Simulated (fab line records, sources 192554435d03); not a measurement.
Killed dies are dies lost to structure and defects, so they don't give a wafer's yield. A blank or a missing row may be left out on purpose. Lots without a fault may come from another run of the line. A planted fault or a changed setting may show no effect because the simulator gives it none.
Chamber matching | flow n5_finfet | N5_BEOL_M8_ETCH_61 on rie_diel-03: 4 sister chambers
The step etches SiARC in CF4, target depth 45.5 nm, time 75.8 s. 14 wafers are shown with their chamber, then 7 later ones without.

WAFERS WITH THEIR CHAMBER
wafer  | chamber | drypump_motor_current_A (A) | throttle_valve_pct (%) | etch_rf_on_time_s (s)
L077.1 | 2       | 5.71                        | 15.66                  | 74.9
L077.3 | 3       | 5.60                        | 15.51                  | 71.1
L077.5 | 2       | 5.73                        | 15.68                  | 74.0
L078.2 | 1       | 5.38                        | 15.95                  | 74.5
L078.4 | 2       | 5.74                        | 15.68                  | 75.3
L078.5 | 1       | 5.38                        | 15.94                  | 73.9
L080.1 | 1       | 5.37                        | 15.96                  | 73.1
L080.2 | 0       | 5.55                        | 16.07                  | 73.6
L080.6 | 1       | 5.38                        | 15.95                  | 73.6
L085.3 | 2       | 5.70                        | 15.72                  | 76.6
L085.5 | 0       | 5.53                        | 16.09                  | 75.0
L085.6 | 2       | 5.72                        | 15.71                  | 76.0
L090.1 | 1       | 5.38                        | 15.55                  | 73.2
L090.5 | 3       | 5.61                        | 15.56                  | 71.8

SIGNATURES (means of the wafers above)
reading                 | chamber 0 | chamber 1 | chamber 2 | chamber 3 | scatter within a chamber
drypump_motor_current_A | 5.5400    | 5.3780    | 5.7200    | 5.6050    | 0.0115
throttle_valve_pct      | 16.0800   | 15.8700   | 15.6900   | 15.5350   | 0.115
etch_rf_on_time_s       | 74.300    | 73.660    | 75.360    | 71.450    | 0.808
Rule: a wafer's distance from a chamber is the root of the sum, over the readings, of the square of ((its reading less the chamber's mean) divided by the reading's scatter). The wafer belongs to the nearest chamber; if the next one is less than 2 further off, it can't be placed. The scatter: the root of (the sum of the squares of (reading less its chamber's mean) over the shown wafers, divided by (wafers less chambers)).

WAFERS WITHOUT THEIR CHAMBER
wafer  | drypump_motor_current_A (A) | throttle_valve_pct (%) | etch_rf_on_time_s (s)
L090.6 | 5.72                        | 15.74                  | 75.6
L092.2 | 5.54                        | 16.12                  | 73.8
L092.5 | 5.59                        | 15.57                  | 70.8
L092.6 | 5.54                        | 16.11                  | 73.9
L096.1 | 5.37                        | 15.60                  | 72.7
L096.2 | 5.73                        | 15.78                  | 75.8
L096.3 | 5.38                        | 15.60                  | 72.7

WHICH CHAMBER EACH WENT THROUGH
wafer  | from the rows above | in truth
L090.6 | 2                   | 2
L092.2 | 0                   | 0
L092.5 | 3                   | 3
L092.6 | 0                   | 0
L096.1 | 1                   | 1
L096.2 | 2                   | 2
L096.3 | 1                   | 1
Placed correctly: 7 of 7. Can't be placed from these rows: 0. Placed wrongly: 0.
